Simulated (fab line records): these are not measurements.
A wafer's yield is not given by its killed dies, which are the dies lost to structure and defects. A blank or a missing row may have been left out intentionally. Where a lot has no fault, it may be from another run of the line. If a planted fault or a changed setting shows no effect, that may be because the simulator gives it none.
Chamber matching ; flow nand harc ; 4 sister chambers for NHARC_A_M1_DESCUM_14 on rie diel-05
The step chemistry O2, time 3 s. 14 wafers are shown with their chamber, then 7 later ones without.

## WAFERS PAIRED WITH THEIR CHAMBERS
wafer;chamber;drypump motor current A (A);rf vpp V (V);chamber pressure mTorr (mTorr)
L695.2;3;5.9;57.8;59.99
L695.3;0;5.3;56.9;59.82
L695.4;1;5.6;56.9;60.00
L696.1;1;5.6;57.6;59.95
L696.2;0;5.3;56.1;60.07
L696.5;1;5.6;58.3;59.93
L697.2;0;5.4;57.2;59.99
L697.4;3;5.9;58.1;60.04
L697.6;2;6.2;57.9;59.99
L699.1;0;5.3;56.7;60.05
L699.2;2;6.2;58.0;59.87
L699.5;1;5.6;57.9;60.05
L702.1;1;5.6;58.4;59.93
L702.3;0;5.3;57.2;60.02

SIGNATURES, as means of the wafers listed above
reading;chamber 0;chamber 1;chamber 2;chamber 3;scatter within a chamber
drypump motor current A;5.320;5.600;6.200;5.900;0.0283
rf vpp V;56.820;57.820;57.950;57.950;0.484
chamber pressure mTorr;59.9900;59.9720;59.9300;60.0150;0.0769
Rule: for each reading, subtract the chamber's mean from the wafer's reading, divide by that reading's scatter and square the result; add these up over the readings and take the root, which gives the wafer's distance from the chamber. The wafer belongs to the nearest chamber; if the next one is less than 2 further off, it can't be placed. The scatter is the square root of a quotient: the sum, over the shown wafers, of each reading's squared deviation from its chamber's mean, divided by wafers minus chambers.

## WAFERS WITH NO CHAMBER GIVEN
wafer;drypump motor current A (A);rf vpp V (V);chamber pressure mTorr (mTorr)
L702.5;6.2;57.3;60.08
L703.1;6.2;58.2;60.00
L703.2;5.9;56.8;60.08
L703.5;5.6;58.2;60.00
L717.2;5.9;57.8;60.01
L717.4;5.6;57.8;59.96
L717.5;5.6;56.8;59.99

## WHICH CHAMBER EACH WENT THROUGH
wafer;from the rows above;in truth
L702.5;2;2
L703.1;2;2
L703.2;3;3
L703.5;1;1
L717.2;3;3
L717.4;1;1
L717.5;1;1
Correct placement for 7 of the 7. Not placeable from these rows: 0. 0 placed wrongly.
